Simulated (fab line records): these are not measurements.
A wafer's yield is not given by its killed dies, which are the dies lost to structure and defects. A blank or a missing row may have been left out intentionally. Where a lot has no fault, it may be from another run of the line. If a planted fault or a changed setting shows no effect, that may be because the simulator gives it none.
Which tool was responsible? -- flow n5 finfet -- 72 wafers from 24 lots sampled at 6 of the route's 1938 steps

## WHAT THE GAUGES READ, wafer by wafer
N5_BEOL_M12_CD_MEAS_17: target cd 140 nm. Usual: cd nm reads 140.4 nm (standard deviation 1.6).
lot,measured,on,cd nm (nm),flag
L074,day 10 18:20,cd sem-01,141.3 140.9 142.9,
L075,day 11 06:38,cd sem-01,140.3 140.3 137.8,
L077,day 11 08:29,cd sem-01,140.2 141.8 142.1,
L079,day 11 08:39,cd sem-02,139.2 140.0 141.4,
L076,day 11 13:27,cd sem-02,139.7 141.4 139.8,
L078,day 11 14:37,cd sem-02,139.2 139.4 138.5,
L080,day 12 08:46,cd sem-02,141.6 140.2 142.0,
L082,day 12 14:52,cd sem-03,139.5 141.7 143.5,
L081,day 12 17:50,cd sem-03,141.6 142.2 140.2,
L083,day 12 23:07,cd sem-03,140.9 140.6 140.5,
L085,day 13 10:55,cd sem-03,138.2 135.6 137.6,
L086,day 13 18:38,cd sem-03,140.6 139.4 141.0,
L084,day 14 02:36,cd sem-03,137.3 139.2 138.3,
L088,day 14 03:10,cd sem-03,141.2 141.5 141.2,
L087,day 14 10:14,cd sem-01,137.4 138.8 141.6,
L089,day 14 11:51,cd sem-02,139.6 141.2 141.4,
L091,day 14 20:15,cd sem-03,141.2 142.3 140.5,
L090,day 14 22:32,cd sem-03,139.2 138.5 139.1,
L093,day 15 07:01,cd sem-03,140.1 139.7 141.5,
L092,day 15 14:53,cd sem-01,140.2 138.3 138.2,
L094,day 16 01:16,cd sem-02,140.3 141.2 142.0,
L095,day 16 04:21,cd sem-03,141.3 143.1 143.1,
L096,day 16 11:47,cd sem-03,137.5 139.9 139.6,
L097,day 16 16:38,cd sem-01,142.4 143.6 141.3,

N5_BEOL_M12_INSPECT_55: inspects for defects (darkfield). Usual: raw defect count reads 68 (standard deviation 23).
lot,measured,on,raw defect count,flag
L074,day 11 00:07,defect inspect-01,50 63 66,
L075,day 11 09:56,defect inspect-01,62 46 38,
L077,day 11 12:19,defect inspect-01,75 102 63,
L079,day 11 12:55,defect inspect-01,90 98 69,
L076,day 11 18:43,defect inspect-01,75 86 74,
L078,day 11 21:01,defect inspect-01,62 58 83,
L080,day 12 13:06,defect inspect-02,62 72 66,
L082,day 12 17:31,defect inspect-02,81 59 67,
L081,day 12 21:13,defect inspect-02,147 78 124,
L083,day 13 02:24,defect inspect-01,92 72 58,
L085,day 13 15:05,defect inspect-02,80 64 50,
L086,day 13 22:21,defect inspect-01,99 54 81,
L084,day 14 07:25,defect inspect-02,86 46 30,
L088,day 14 07:40,defect inspect-02,53 60 47,
L087,day 14 17:02,defect inspect-02,66 57 63,
L089,day 14 22:49,defect inspect-01,49 96 54,
L091,day 15 02:28,defect inspect-02,78 52 51,
L090,day 15 02:39,defect inspect-01,84 53 47,
L093,day 15 10:30,defect inspect-01,90 86 78,
L092,day 15 18:45,defect inspect-01,48 60 58,
L094,day 16 07:10,defect inspect-01,48 67 56,
L095,day 16 07:53,defect inspect-02,57 32 56,
L096,day 16 16:53,defect inspect-02,61 38 80,
L097,day 16 21:34,defect inspect-02,44 64 64,

## WHICH TOOL RAN EACH LOT (tool, then ch and the chambers of the sampled wafers, then the start)
lot,N5_BEOL_M11_ETCH_41,N5_BEOL_M11_DEGAS_44,N5_BEOL_M11_ALD_74,N5_BEOL_M12_VIA_ETCH_16
L074,"rie diel-01 ch 0,2,3, day 10 14:52 or earlier","pvd sputter-01, day 10 14:52","ald metal-03 ch 0,2,3, day 10 14:58","rie diel-06 ch 0,1,2, day 10 17:55"
L075,"rie diel-01 ch 0,3, day 11 03:02 or earlier","pvd sputter-03, day 11 03:02","ald metal-02 ch 0,1,2, day 11 03:18","rie diel-05 ch 1,3, day 11 06:14"
L077,"rie diel-03 ch 2,3, day 11 05:40 or earlier","pvd sputter-03, day 11 05:40","ald metal-04 ch 0,1,3, day 11 05:46","rie diel-05 ch 0,2,3, day 11 08:05"
L079,"rie diel-01 ch 0,3, day 11 05:45 or earlier","pvd sputter-03, day 11 05:45","ald metal-03 ch 1,2, day 11 05:52","rie diel-04 ch 1,2,3, day 11 08:14"
L076,"rie diel-01 ch 0,2,3, day 11 10:06 or earlier","pvd sputter-01, day 11 10:06","ald metal-02 ch 0,2,3, day 11 10:19","rie diel-04 ch 0,3, day 11 13:03"
L078,"rie diel-01 ch 2,3, day 11 10:54 or earlier","pvd sputter-02, day 11 10:54","ald metal-02 ch 0,1, day 11 11:02","rie diel-06 ch 1,2,3, day 11 14:13"
L080,"rie diel-03 ch 0,1,2, day 12 04:29 or earlier","pvd sputter-03, day 12 04:29","ald metal-02 ch 0,1,2, day 12 04:35","rie diel-05 ch 2,3, day 12 08:22"
L082,"rie diel-01 ch 1,2,3, day 12 11:21 or earlier","pvd sputter-03, day 12 11:21","ald metal-02 ch 2,3, day 12 11:28","rie diel-04 ch 0,1,2, day 12 14:26"
L081,"rie diel-01 ch 0,3, day 12 14:05 or earlier","pvd sputter-01, day 12 14:05","ald metal-02 ch 0,1,3, day 12 14:21","rie diel-06 ch 2,3, day 12 17:25"
L083,"rie diel-02 ch 0,1,2, day 12 19:49 or earlier","pvd sputter-01, day 12 19:49","ald metal-04 ch 0,2, day 12 20:09","rie diel-05 ch 1,2,3, day 12 22:43"
L085,"rie diel-02 ch 0,3, day 13 08:06 or earlier","pvd sputter-01, day 13 08:06","ald metal-02 ch 0,2,3, day 13 08:12","rie diel-05 ch 0,1,3, day 13 10:30"
L086,"rie diel-02 ch 0,1, day 13 15:29 or earlier","pvd sputter-01, day 13 15:29","ald metal-03 ch 0,1,2, day 13 15:38","rie diel-05 ch 0,2,3, day 13 18:13"
L084,"rie diel-02 ch 0,1,3, day 13 21:40 or earlier","pvd sputter-01, day 13 21:40","ald metal-04 ch 0,2,3, day 13 21:49","rie diel-05 ch 2,3, day 14 02:11"
L088,"rie diel-03 ch 0,2,3, day 14 00:16 or earlier","pvd sputter-03, day 14 00:16","ald metal-02 ch 0,3, day 14 00:22","rie diel-05 ch 0,2,3, day 14 02:45"
L087,"rie diel-03 ch 0,2,3, day 14 05:49 or earlier","pvd sputter-03, day 14 05:49","ald metal-03 ch 0,1,3, day 14 06:06","rie diel-04 ch 1,2,3, day 14 09:49"
L089,"rie diel-01 ch 1,3, day 14 08:38 or earlier","pvd sputter-01, day 14 08:38","ald metal-02 ch 1,2,3, day 14 08:44","rie diel-05 ch 0,3, day 14 11:26"
L091,"rie diel-03 ch 0,2,3, day 14 15:40 or earlier","pvd sputter-01, day 14 15:40","ald metal-02 ch 1,2,3, day 14 16:00","rie diel-06 ch 0,1,2, day 14 19:50"
L090,"rie diel-02 ch 0,1,2, day 14 19:23 or earlier","pvd sputter-02, day 14 19:23","ald metal-03 ch 0,1,2, day 14 19:30","rie diel-05 ch 1,2, day 14 22:08"
L093,"rie diel-01 ch 0,1,3, day 15 04:01 or earlier","pvd sputter-01, day 15 04:01","ald metal-04 ch 0,1,2, day 15 04:07","rie diel-04 ch 0,1, day 15 06:37"
L092,"rie diel-02 ch 1,3, day 15 11:14 or earlier","pvd sputter-02, day 15 11:14","ald metal-03 ch 0,3, day 15 11:21","rie diel-05 ch 1,2,3, day 15 14:28"
L094,"rie diel-02 ch 0,1,2, day 15 22:30 or earlier","pvd sputter-03, day 15 22:30","ald metal-03 ch 0,1,2, day 15 22:36","rie diel-06 ch 0,1,2, day 16 00:51"
L095,"rie diel-02 ch 1,2,3, day 16 00:38 or earlier","pvd sputter-02, day 16 00:38","ald metal-02 ch 0,1, day 16 00:46","rie diel-05 ch 0,1,2, day 16 03:56"
L096,"rie diel-03 ch 1,2, day 16 08:29 or earlier","pvd sputter-03, day 16 08:29","ald metal-03 ch 1,2, day 16 08:35","rie diel-05 ch 0,1,2, day 16 11:23"
L097,"rie diel-01 ch 2,3, day 16 13:34 or earlier","pvd sputter-01, day 16 13:34","ald metal-02 ch 0,3, day 16 13:46","rie diel-04 ch 1,2,3, day 16 16:13"
- N5_BEOL_M11_ETCH_41: etches SiCN in CH3F/O2, target depth 42.6 nm, time 86 s.
- N5_BEOL_M11_DEGAS_44: time 60 s.
- N5_BEOL_M11_ALD_74: deposits TaN, target thk 2 nm, pulse time 2 s, purge time 3 s.
- N5_BEOL_M12_VIA_ETCH_16: etches SiOC in C4F8/O2/Ar, target depth 724.8 nm.

## WHAT THE TOOLS THEMSELVES READ (means of the sampled wafers that have a number; where no wafer has one, the mark that the record gives instead)
N5_BEOL_M11_ETCH_41. Usual: drypump motor current A 5.6 A, standard deviation 0.5; oes product au 0.82 a.u., standard deviation 0.065; rf vpp V 297.7 V, standard deviation 1.4; showerhead plenum p Torr 2.02 Torr, standard deviation 0.062; throttle valve pct 16.23 %, standard deviation 0.17.
lot,tool,drypump motor current A (A),oes product au (a.u.),rf vpp V (V),showerhead plenum p Torr (Torr),throttle valve pct (%),flag
L074,rie diel-01,5.4,0.84,298.1,2.03,16.23,
L075,rie diel-01,5.7,0.84,298.7,2.09,16.36,
L077,rie diel-03,6.2,0.86,299.4,2.09,16.16,
L079,rie diel-01,5.7,0.83,299.2,2.09,16.35,
L076,rie diel-01,5.4,0.83,297.7,2.03,16.23,
L078,rie diel-01,5.3,0.84,296.8,2.00,16.16,
L080,rie diel-03,6.2,0.81,298.0,2.04,16.15,
L082,rie diel-01,5.3,0.80,297.0,1.99,16.21,
L081,rie diel-01,5.7,0.82,299.3,2.08,16.37,
L083,rie diel-02,5.7,0.81,297.4,1.99,16.27,
L085,rie diel-02,5.3,0.88,298.5,2.05,16.08,
L086,rie diel-02,5.9,0.84,297.7,1.99,16.27,
L084,rie diel-02,5.6,0.86,298.1,2.02,16.18,
L088,rie diel-03,6.0,0.85,298.3,2.03,16.08,
L087,rie diel-03,5.9,0.85,297.3,2.03,16.08,
L089,rie diel-01,5.6,0.79,297.6,2.02,16.29,
L091,rie diel-03,5.9,0.84,297.8,2.03,16.09,
L090,rie diel-02,5.6,0.80,297.4,1.98,16.29,
L093,rie diel-01,5.7,0.78,299.0,2.04,16.36,
L092,rie diel-02,5.5,0.89,296.7,1.99,16.32,
L094,rie diel-02,5.7,0.78,296.2,1.98,16.30,
L095,rie diel-02,5.3,0.85,297.1,1.98,16.33,
L096,rie diel-03,6.5,0.91,299.1,2.07,16.08,
L097,rie diel-01,5.0,0.79,296.1,1.95,16.19,

N5_BEOL_M11_DEGAS_44. Usual: heater power w reads 342 W (standard deviation 34).
lot,tool,heater power w (W),flag
L074,pvd sputter-01,341,
L075,pvd sputter-03,353,
L077,pvd sputter-03,333,
L079,pvd sputter-03,339,
L076,pvd sputter-01,336,
L078,pvd sputter-02,288,
L080,pvd sputter-03,316,
L082,pvd sputter-03,340,
L081,pvd sputter-01,370,
L083,pvd sputter-01,365,
L085,pvd sputter-01,360,
L086,pvd sputter-01,388,
L084,pvd sputter-01,386,
L088,pvd sputter-03,323,
L087,pvd sputter-03,354,
L089,pvd sputter-01,332,
L091,pvd sputter-01,343,
L090,pvd sputter-02,329,
L093,pvd sputter-01,380,
L092,pvd sputter-02,347,
L094,pvd sputter-03,352,
L095,pvd sputter-02,303,
L096,pvd sputter-03,316,
L097,pvd sputter-01,361,

N5_BEOL_M11_ALD_74. Usual: heater power w 429 W, standard deviation 51; precursor vessel pressure torr 26.25 Torr, standard deviation 0.052; precursor vessel temp c 75.02 C, standard deviation 0.13.
lot,tool,heater power w (W),precursor vessel pressure torr (Torr),precursor vessel temp c (C),flag
L074,ald metal-03,423,26.28,75.06,
L075,ald metal-02,451,26.23,74.98,
L077,ald metal-04,387,26.23,74.98,
L079,ald metal-03,391,26.26,75.10,
L076,ald metal-02,468,26.23,75.14,
L078,ald metal-02,410,26.24,75.06,
L080,ald metal-02,446,26.29,74.89,
L082,ald metal-02,472,26.27,74.93,
L081,ald metal-02,411,26.24,75.04,
L083,ald metal-04,434,26.24,74.94,
L085,ald metal-02,464,26.23,74.94,
L086,ald metal-03,399,26.30,75.05,
L084,ald metal-04,425,26.30,75.00,
L088,ald metal-02,433,26.25,75.14,
L087,ald metal-03,433,26.21,75.01,
L089,ald metal-02,451,26.27,75.08,
L091,ald metal-02,448,26.25,75.17,
L090,ald metal-03,391,26.26,75.08,
L093,ald metal-04,424,26.21,75.01,
L092,ald metal-03,462,26.27,74.98,
L094,ald metal-03,391,26.26,75.09,
L095,ald metal-02,411,26.24,75.10,
L096,ald metal-03,377,26.23,75.06,
L097,ald metal-02,436,26.22,74.98,

N5_BEOL_M12_VIA_ETCH_16. Usual: C4F8_flow_sccm 15.00 sccm, standard deviation 0.042; drypump motor current A 5.8 A, standard deviation 0.37; oes product au 0.73 a.u., standard deviation 0.069; rf vpp V 666.8 V, standard deviation 2.6; showerhead plenum p Torr 3.47 Torr, standard deviation 0.093; throttle valve pct 24.00 %, standard deviation 0.25.
lot,tool,C4F8_flow_sccm (sccm),drypump motor current A (A),oes product au (a.u.),rf vpp V (V),showerhead plenum p Torr (Torr),throttle valve pct (%),flag
L074,rie diel-06,14.99,6.0,0.70,666.4,3.42,24.11,
L075,rie diel-05,15.00,5.8,0.73,667.4,3.48,24.00,
L077,rie diel-05,15.00,5.6,0.82,667.2,3.48,23.94,
L079,rie diel-04,14.98,5.8,0.75,665.8,3.46,24.02,
L076,rie diel-04,14.97,5.5,0.78,666.9,3.47,24.05,
L078,rie diel-06,15.02,6.2,0.78,667.4,3.49,23.95,
L080,rie diel-05,14.99,5.8,0.80,665.8,3.42,23.72,
L082,rie diel-04,15.04,5.8,0.73,665.4,3.45,24.13,
L081,rie diel-06,14.99,6.0,0.73,663.7,3.39,23.99,
L083,rie diel-05,14.99,5.8,0.75,665.8,3.45,23.87,
L085,rie diel-05,14.99,5.6,0.73,667.7,3.49,24.09,
L086,rie diel-05,15.03,5.6,0.77,667.5,3.47,23.96,
L084,rie diel-05,14.99,5.9,0.79,665.0,3.38,23.88,
L088,rie diel-05,15.04,5.6,0.77,666.8,3.46,23.96,
L087,rie diel-04,14.98,5.8,0.72,666.2,3.44,24.06,
L089,rie diel-05,14.99,5.6,0.78,665.9,3.43,24.11,
L091,rie diel-06,15.01,6.0,0.68,664.4,3.40,24.14,
L090,rie diel-05,15.00,5.7,0.67,667.6,3.50,23.89,
L093,rie diel-04,14.99,5.8,0.71,666.1,3.44,23.96,
L092,rie diel-05,14.95,5.8,0.72,666.2,3.43,23.90,
L094,rie diel-06,14.97,6.0,0.67,664.7,3.40,24.16,
L095,rie diel-05,14.98,5.5,0.69,667.9,3.51,23.98,
L096,rie diel-05,14.98,5.5,0.68,668.8,3.51,23.99,
L097,rie diel-04,15.00,5.8,0.70,665.3,3.43,24.09,

## THE ANSWER, worked out from the rows above alone
Rule: a lot counts as off when the mean over its wafers that have a number is more than 3 standard deviations away from the usual mean. A lot without any number at a reading at which 4 lots or more have one is off too. Any other lot the step has rows for is counted as sound. The gauges are gone through in route order, then the tools' own readings, and for those a lot's mean is taken as printed above. The first step at which some lot is off is used, and at that step the reading that is off furthest; a lot without a number counts as furthest.
Across all readings shown, no lot is off: no conclusion can be drawn from this.

## WHAT HAD BEEN PUT IN BY THE SIMULATOR
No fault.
